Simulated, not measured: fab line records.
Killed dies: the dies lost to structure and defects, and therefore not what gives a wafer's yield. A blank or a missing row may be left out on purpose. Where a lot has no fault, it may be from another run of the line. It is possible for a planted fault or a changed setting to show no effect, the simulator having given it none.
Which of the tools did it?    flow nand-harc    6 lots, 18 wafers sampled, at 2 steps of a route of 1302

## WHAT THE GAUGES SHOWED, per wafer
NHARC_P_ZERO_WELL_CD_MEAS_37: the cd target is 720 nm.
lot   measured     on         cd-nm (nm)
L644  day 2 20:15  cd-sem-01  718 718 717
L647  day 4 02:11  cd-sem-03  718 716 719
L649  day 4 22:12  cd-sem-01  721 721 721
L656  day 7 20:10  cd-sem-03  722 720 724
L658  day 8 16:16  cd-sem-02  718 711 717
L661  day 9 22:36  cd-sem-02  720 721 723

## EACH LOT AND THE TOOL THAT RAN IT (in order: tool; ch and the chambers of the sampled wafers; start)
lot   NHARC_P_ZERO_WELL_ETCH_63
L644  rie-si-02 ch 0,1,2, day 2 17:38
L647  rie-si-03 ch 0,1,3, day 3 23:38
L649  rie-si-03 ch 0,2, day 4 19:47
L656  rie-si-03 ch 0,3, day 7 17:41
L658  rie-si-02 ch 2,3, day 8 13:42
L661  rie-si-02 ch 2,3, day 9 19:56
- NHARC_P_ZERO_WELL_ETCH_63: etches the open film in HBr/Cl2, target depth 120 nm, time 40.1 s.

## THE ANSWER, worked out from the rows above alone
Rule: what is usual is taken from the lots themselves. Put in order of their means at a reading, lots are off if they are a third of the lots or fewer, leave a main group of 4 or more, and stand apart from it by a gap of 3 or more times the standard deviation of the main group's means; of several such gaps the widest counts. If all means in a main group match to the digits the tables above print for the reading, that group is not used. A lot without any number at a reading at which 4 lots or more have one is off too. The other lots that the step has rows for count as sound.
Nothing can be told from this: no lot is off at any reading shown.

## WHAT WAS PUT IN BY THE SIMULATOR
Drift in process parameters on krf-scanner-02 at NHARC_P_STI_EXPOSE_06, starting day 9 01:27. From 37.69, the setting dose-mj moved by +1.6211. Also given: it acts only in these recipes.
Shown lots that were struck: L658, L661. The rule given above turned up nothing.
